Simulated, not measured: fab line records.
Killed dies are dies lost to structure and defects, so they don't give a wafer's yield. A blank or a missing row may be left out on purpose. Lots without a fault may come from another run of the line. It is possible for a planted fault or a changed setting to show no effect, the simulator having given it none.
Which tool did it? :: flow n5-finfet :: 24 lots (72 wafers sampled), 1 step of a 1938-step route

## WHAT THE GAUGES SHOWED, per wafer
N5_HKMG_FIN_OVL_MEAS_13. Usual: NWFM_OVL gives -0.1 nm (standard deviation 0.78).
lot: L074
measured: day 4 04:14
on: overlay-01
NWFM_OVL (nm): 0.7 1.1 -0.2
flag: 

lot: L075
measured: day 4 07:21
on: overlay-02
NWFM_OVL (nm): -0.5 -0.4 0.0
flag: 

lot: L076
measured: day 4 16:35
on: overlay-02
NWFM_OVL (nm): 1.2 0.3 1.1
flag: 

lot: L077
measured: day 4 18:59
on: overlay-02
NWFM_OVL (nm): -1.4 0.0 -0.3
flag: 

lot: L078
measured: day 5 02:47
on: overlay-01
NWFM_OVL (nm): 0.5 0.1 1.0
flag: 

lot: L079
measured: day 5 08:52
on: overlay-02
NWFM_OVL (nm): 0.1 0.2 -0.3
flag: 

lot: L080
measured: day 5 17:15
on: overlay-01
NWFM_OVL (nm): -0.9 0.3 -0.3
flag: 

lot: L081
measured: day 6 03:56
on: overlay-01
NWFM_OVL (nm): -0.1 0.1 0.8
flag: 

lot: L082
measured: day 6 04:06
on: overlay-02
NWFM_OVL (nm): 0.1 -0.7 -0.7
flag: 

lot: L083
measured: day 6 10:37
on: overlay-02
NWFM_OVL (nm): -0.3 -0.6 0.2
flag: 

lot: L084
measured: day 6 12:18
on: overlay-02
NWFM_OVL (nm): -0.6 -0.7 0.4
flag: 

lot: L085
measured: day 6 19:22
on: overlay-02
NWFM_OVL (nm): 0.4 -0.5 -0.4
flag: 

lot: L086
measured: day 7 03:00
on: overlay-01
NWFM_OVL (nm): 1.0 0.2 0.3
flag: 

lot: L087
measured: day 7 08:11
on: overlay-01
NWFM_OVL (nm): 0.3 -0.6 0.1
flag: 

lot: L088
measured: day 7 13:42
on: overlay-01
NWFM_OVL (nm): 0.8 0.4 0.6
flag: 

lot: L089
measured: day 7 23:11
on: overlay-01
NWFM_OVL (nm): -1.6 -1.8 -1.4
flag: 

lot: L090
measured: day 8 04:14
on: overlay-01
NWFM_OVL (nm): 1.7 -0.7 1.2
flag: 

lot: L091
measured: day 8 10:20
on: overlay-02
NWFM_OVL (nm): -0.9 -0.5 -0.7
flag: 

lot: L093
measured: day 8 22:16
on: overlay-01
NWFM_OVL (nm): -0.9 -0.9 -0.5
flag: 

lot: L092
measured: day 9 04:53
on: overlay-02
NWFM_OVL (nm): 0.0 0.3 0.6
flag: 

lot: L094
measured: day 9 07:56
on: overlay-01
NWFM_OVL (nm): 0.1 0.2 0.9
flag: 

lot: L095
measured: day 9 12:28
on: overlay-01
NWFM_OVL (nm): 0.1 0.7 0.9
flag: 

lot: L096
measured: day 9 16:02
on: overlay-01
NWFM_OVL (nm): 0.1 1.3 0.9
flag: 

lot: L097
measured: day 9 23:07
on: overlay-01
NWFM_OVL (nm): -1.5 0.6 -0.6
flag: 

## WHICH TOOL RAN EACH LOT (tool, then ch and the chambers of the sampled wafers, then the start)
No process step before these readings appears in the record.

## WHAT THE TOOLS THEMSELVES READ (means of the sampled wafers that have a number; where no wafer has one, the mark that the record gives instead)
The record holds no such reading with a usual standard deviation.

## THE ANSWER, worked out from the rows above alone
Rule: a lot counts as off when the mean over its wafers that have a number is more than 3 standard deviations away from the usual mean. A lot without any number at a reading at which 4 lots or more have one is off too. The other lots that the step has rows for count as sound. Order of review: gauges by route order, followed by the tools' own readings, for which a lot's mean as printed above is used. The first step at which some lot is off is used, and at that step the reading that is off furthest; a lot without a number counts as furthest.
Across all readings shown, no lot is off: no conclusion can be drawn from this.

## WHAT THE SIMULATOR PUT IN
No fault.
